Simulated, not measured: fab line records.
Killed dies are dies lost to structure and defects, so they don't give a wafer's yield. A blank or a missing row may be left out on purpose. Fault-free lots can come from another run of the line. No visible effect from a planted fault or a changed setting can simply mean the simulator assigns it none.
A struck lot beside a sound one ; flow n5 finfet ; 15 steps out of a route of 1938
Sound: wafers L237.1, L237.2, L237.4. Struck: wafer L249.1 (left out: L249.3, a lot-mate that was not struck); the cause follows at the end.
For every step that has rows: the tool of each side, followed by ch and its chambers, followed by its first start. Under that, the readings that differ: sound wafers ; struck wafers ; difference of the means ; sigmas: that difference in standard deviations of wafers without a fault.
alike: readings whose means differ by less than 2 such deviations, and words and numbers that are the same on both sides. not compared: withheld readings, readings that some wafer has no value for, bounds like >300 that may hide the same value, and numbers for which the record gives no deviation and whose values overlap.
The two part at a step that has a row with sigmas, a row that says differs or no value, or rows on one side only. Numbers that have no deviation but don't overlap get no sigmas and don't part them. A reading missing from all wafers of one side parts the sides only when that side holds two or more wafers.

first, 1 step without rows for these wafers: N5_BEOL_M14_ETCH_67 (etches SiARC in CF4, target depth 143 nm, time 238.3 s).
N5_BEOL_M14_ETCH_68: etches SOC in N2/H2, time 450 s.
  sound on rie diel-06 ch 0,1,3, day 12 10:19; struck on rie diel-01 ch 1, day 14 12:28
reading;sound;struck;difference;sigmas
rf hours counter h (h);1 194 193;212;+83;
  alike: drypump motor current A, h2 flow sccm, oes product au, rf vpp V, showerhead plenum p Torr, temp c, throttle valve pct
then, 3 steps without rows for these wafers: N5_BEOL_M14_STRIP_69 (strips in N2/H2); N5_BEOL_M14_TRENCH_ETCH_34 (etches SiO2 in C4F8/O2/Ar, target depth 556.65 nm, time 126.9 s); N5_BEOL_M14_STRIP_70 (strips in C4F8/O2/Ar).
N5_BEOL_M14_OCD_MEAS_35:
  struck on ocd-02, day 14 12:53; sound on ocd-01, day 12 10:45
  alike: trench depth nm
N5_BEOL_M14_STRIP_37: strips in O2.
  sound on rie diel-01 ch 1,2,3, day 12 11:49; struck on rie diel-06 ch 2, day 14 16:29
reading;sound;struck;difference;sigmas
showerhead plenum p Torr (Torr);2.06 2.04 2.12;2.22;+0.15;+2
  alike: drypump motor current A, oes product au, rf vpp V, temp c, throttle valve pct
  not compared: rf hours counter h
N5_BEOL_M14_ETCH_38: etches SiCN in CF4/N2, target depth 106.5 nm, time 120.6 s.
  sound: rie diel-01 ch 1,2,3; struck: rie diel-06 ch 2
reading;sound;struck;difference;sigmas
drypump motor current A (A);5.1 5.2 6.4;6.7;+1.1;+2
showerhead plenum p Torr (Torr);2.19 2.16 2.23;2.34;+0.15;+2
  alike: oes product au, rf vpp V, throttle valve pct
  not compared: rf hours counter h
then, 2 steps without rows for these wafers: N5_BEOL_M14_PRECLEAN_39 (cleans in residue remover, time 60 s); N5_BEOL_M14_SRD_40 (time 30 s, dry time 30 s).
N5_BEOL_M14_DEGAS_41: time 60 s.
  struck on pvd sputter-01, day 14 16:58; sound on pvd sputter-03, day 12 12:18
  alike: heater power w
N5_BEOL_M14_PRE_CLEAN_42: time 30 s.
  struck on pvd sputter-01, day 14 17:00; sound on pvd sputter-03, day 12 12:20
  alike: heater power w
N5_BEOL_M14_SPUTTER_43: material TaN, target thk 15 nm, time 24.19 s.
  struck on pvd sputter-01, day 14 17:02; sound on pvd sputter-03, day 12 12:23
  alike: cathode dc power W, throttle valve pct
  not compared: model.TaN_of_BEOL_M14_SPUTTER_43.thk nm
then, 2 steps without rows for these wafers: N5_BEOL_M14_SPUTTER_44 (material Ta, target thk 15 nm, time 24.19 s); N5_PASSIVATION_PROBE_49.

## WHERE THEY PART
Last at N5_BEOL_M14_ETCH_38 as far as this record goes, first at N5_BEOL_M14_STRIP_37. Later steps at which nothing parts them and some readings are alike: N5_BEOL_M14_DEGAS_41, N5_BEOL_M14_PRE_CLEAN_42, N5_BEOL_M14_SPUTTER_43.

WHY: what had been put in by the simulator
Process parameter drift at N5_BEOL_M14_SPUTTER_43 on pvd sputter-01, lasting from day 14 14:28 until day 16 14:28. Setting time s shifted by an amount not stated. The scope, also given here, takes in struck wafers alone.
